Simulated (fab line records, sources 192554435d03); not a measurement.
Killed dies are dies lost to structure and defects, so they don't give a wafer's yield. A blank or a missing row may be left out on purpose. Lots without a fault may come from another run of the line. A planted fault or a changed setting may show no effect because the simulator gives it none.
Split-lot experiment | flow n5_finfet | 7 lots, 21 wafers read, on a route of 1938 steps

THE SPLIT
At N5_BEOL_M15_TRENCH_ETCH_34 (etches SiO2 in C4F8/O2/Ar, target depth 872.93 nm, time 199 s), the setting time_s was moved away from the recipe's 199 s on 8 of the 21 wafers read, by -17.8% to +10.1%. The other wafers ran this setting at the recipe's value.

FROM THE SPLIT TO THE READING: what the file shows between them, 7 steps
- N5_BEOL_M15_STRIP_36: strips in O2
- N5_BEOL_M15_ECD_47: material Cu, target thk 1860 nm
- N5_BEOL_M15_ANNEAL_48: time 90 s
- N5_BEOL_M15_CMP_49: polishes, stops on SiO2, t overpolish 4.9 s, target thk 850 nm
- N5_BEOL_M15_THK_MEAS_50: measures by xrf
- N5_BEOL_M15_PRE_CLEAN_52: time 15 s
- N5_BEOL_M15_DEP_53: deposits SiCN from 3MS/NH3, target thk 50 nm, time 17.8 s

THE READING
M15_RS, in ohm/sq, at N5_BEOL_M15_RS_MEAS_54 (measures by four-point-probe). Fault-free wafers of this fab line usually give 0.0217 ohm/sq, standard deviation 0.00037 ohm/sq.

wafer  | tool, chamber at the split | time_s as run, s | against the recipe | M15_RS, ohm/sq | against lot-mates on the recipe
L074.1 | rie_diel-06, 1             | 219              | +10.1%             | 0.0192         | no lot-mate on the recipe
L074.4 | rie_diel-06, 0             | 219              | +10.1%             | 0.0195         | no lot-mate on the recipe
L074.6 | rie_diel-06, 0             | 219              | +10.1%             | 0.0194         | no lot-mate on the recipe
L075.1 | rie_diel-06, 3             | 179.8            | -9.6%              | 0.0237         | +0.0019
L075.3 | rie_diel-06, 2             | 199              | recipe             | 0.0218         | -
L075.6 | rie_diel-06, 2             | 179.8            | -9.6%              | 0.0243         | +0.0025
L077.4 | rie_diel-06, 3             | 199              | recipe             | 0.0215         | -
L077.5 | rie_diel-06, 2             | 199              | recipe             | 0.0220         | -
L077.6 | rie_diel-06, 3             | 199              | recipe             | 0.0213         | -
L079.3 | rie_diel-03, 1             | 199              | recipe             | 0.0226         | -
L079.4 | rie_diel-03, 3             | 199              | recipe             | 0.0218         | -
L079.5 | rie_diel-03, 0             | 199              | recipe             | 0.0223         | -
L084.1 | rie_diel-06, 2             | 199              | recipe             | 0.0218         | -
L084.4 | rie_diel-06, 3             | 199              | recipe             | 0.0214         | -
L084.6 | rie_diel-06, 0             | 199              | recipe             | 0.0215         | -
L089.3 | rie_diel-06, 3             | 199              | recipe             | 0.0216         | -
L089.4 | rie_diel-06, 1             | 175.2            | -12.0%             | 0.0246         | +0.0029
L089.5 | rie_diel-06, 0             | 199              | recipe             | 0.0217         | -
L091.1 | rie_diel-03, 3             | 163.6            | -17.8%             | 0.0269         | +0.0050
L091.2 | rie_diel-03, 0             | 163.6            | -17.8%             | 0.0270         | +0.0051
L091.6 | rie_diel-03, 0             | 199              | recipe             | 0.0219         | -

THE FIT
A straight line over all 21 wafers: M15_RS changes by -0.000262 ohm/sq for each +1% of time_s; r = -0.98; the points scatter about the line by 0.00038 ohm/sq.
The same after taking each lot's own level away (the mean of its wafers on the recipe; 18 wafers): -0.00027 ohm/sq for each +1%; r = -0.99; scatter 0.00029 ohm/sq.
On that fit, the largest move of time_s shifts the reading by 0.0048 ohm/sq.
The lots' own levels span 0.02157 to 0.02223 ohm/sq, that is 1.8 times the standard deviation above.
So the lot-to-lot level changes the slope little: the two slopes agree.
Check: with one of the wafers moved furthest among these (-17.8%) left out of the fit, the line predicts +0.00465 ohm/sq for it against its lot-mates. It came out at +0.005 ohm/sq against them.

THE WHOLE CHAIN: every reading that the file lists as answering this split, in the file's order
step                       | what it does                                                   | reading                                                                          | change (the file's fit)               | r (the file's)
N5_BEOL_M15_TRENCH_ETCH_34 | etches SiO2 in C4F8/O2/Ar, target depth 872.93 nm, time 199 s  | etch.depth_nm (the simulator's own value, which no gauge read)                   | +8.41 nm for each +1% of the setting  | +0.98
N5_BEOL_M15_TRENCH_ETCH_34 | etches SiO2 in C4F8/O2/Ar, target depth 872.93 nm, time 199 s  | coat_of_BEOL_M15_COAT_22.thk_nm (the simulator's own value, which no gauge read) | -1.6 nm for each +1% of the setting   | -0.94
N5_BEOL_M15_CMP_49         | polishes, stops on SiO2, t overpolish 4.9 s, target thk 850 nm | Cu_of_BEOL_M15_ECD_47.thk_nm (the simulator's own value, which no gauge read)    | +8.46 nm for each +1% of the setting  | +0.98
N5_BEOL_M15_THK_MEAS_50    | measures by xrf                                                | M15_THK                                                                          | +8.24 for each +1% of the setting     | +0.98
N5_BEOL_M15_RS_MEAS_54     | measures by four-point-probe                                   | M15_RS                                                                           | -0.000265 for each +1% of the setting | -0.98

THE FILE'S OWN FIT
M15_RS changes by -0.000265 ohm/sq for each +1% of time_s, r = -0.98.
